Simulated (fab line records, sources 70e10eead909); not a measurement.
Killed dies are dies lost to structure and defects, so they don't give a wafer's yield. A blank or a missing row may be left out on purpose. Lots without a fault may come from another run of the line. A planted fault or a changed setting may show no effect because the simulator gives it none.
Chamber matching | flow nand_harc | NHARC_A_STAIRCASE_DESCUM_252 on rie_diel-11: 3 sister chambers
The step chemistry O2, time 3 s. 14 wafers are shown with their chamber, then 5 later ones without.

WAFERS WITH THEIR CHAMBER
wafer  | chamber | showerhead_plenum_p_Torr (Torr) | drypump_motor_current_A (A) | oes_product_au (a.u.)
L078.3 | 3       | 2.04                            | 5.9                         | 0.991
L078.5 | 3       | 2.04                            | 6.0                         | 0.995
L078.6 | 0       | 1.78                            | 5.0                         | 1.004
L077.1 | 0       | 1.78                            | 5.1                         | 1.008
L077.3 | 3       | 2.04                            | 5.9                         | 1.004
L077.5 | 3       | 2.04                            | 5.9                         | 0.998
L084.2 | 0       | 1.77                            | 5.0                         | 1.014
L084.3 | 2       | 2.00                            | 4.8                         | 0.997
L084.4 | 3       | 2.04                            | 6.0                         | 1.012
L091.4 | 0       | 1.77                            | 5.1                         | 0.997
L091.5 | 2       | 2.00                            | 4.8                         | 0.996
L091.6 | 3       | 2.03                            | 5.9                         | 1.006
L092.1 | 3       | 2.03                            | 5.9                         | 1.003
L092.2 | 0       | 1.77                            | 5.1                         | 1.004

SIGNATURES (means of the wafers above)
reading                  | chamber 0 | chamber 2 | chamber 3 | scatter within a chamber
showerhead_plenum_p_Torr | 1.7740    | 2.0000    | 2.0371    | 0.00489
drypump_motor_current_A  | 5.060     | 4.800     | 5.929     | 0.0489
oes_product_au           | 1.00540   | 0.99650   | 1.00129   | 0.00646
Rule: a wafer's distance from a chamber is the root of the sum, over the readings, of the square of ((its reading less the chamber's mean) divided by the reading's scatter). The wafer belongs to the nearest chamber; if the next one is less than 2 further off, it can't be placed. The scatter: the root of (the sum of the squares of (reading less its chamber's mean) over the shown wafers, divided by (wafers less chambers)).

WAFERS WITHOUT THEIR CHAMBER
wafer  | showerhead_plenum_p_Torr (Torr) | drypump_motor_current_A (A) | oes_product_au (a.u.)
L092.6 | 1.77                            | 5.0                         | 1.002
L096.3 | 2.03                            | 5.9                         | 1.017
L096.4 | 2.08                            | 5.0                         | 1.006
L095.2 | 2.07                            | 5.1                         | 1.001
L095.4 | 2.03                            | 5.9                         | 1.003

WHICH CHAMBER EACH WENT THROUGH
wafer  | from the rows above | in truth
L092.6 | 0                   | 0
L096.3 | 3                   | 3
L096.4 | 2                   | 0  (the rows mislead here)
L095.2 | 2                   | 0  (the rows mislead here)
L095.4 | 3                   | 3
Placed correctly: 3 of 5. Can't be placed from these rows: 0. Placed wrongly: 2.
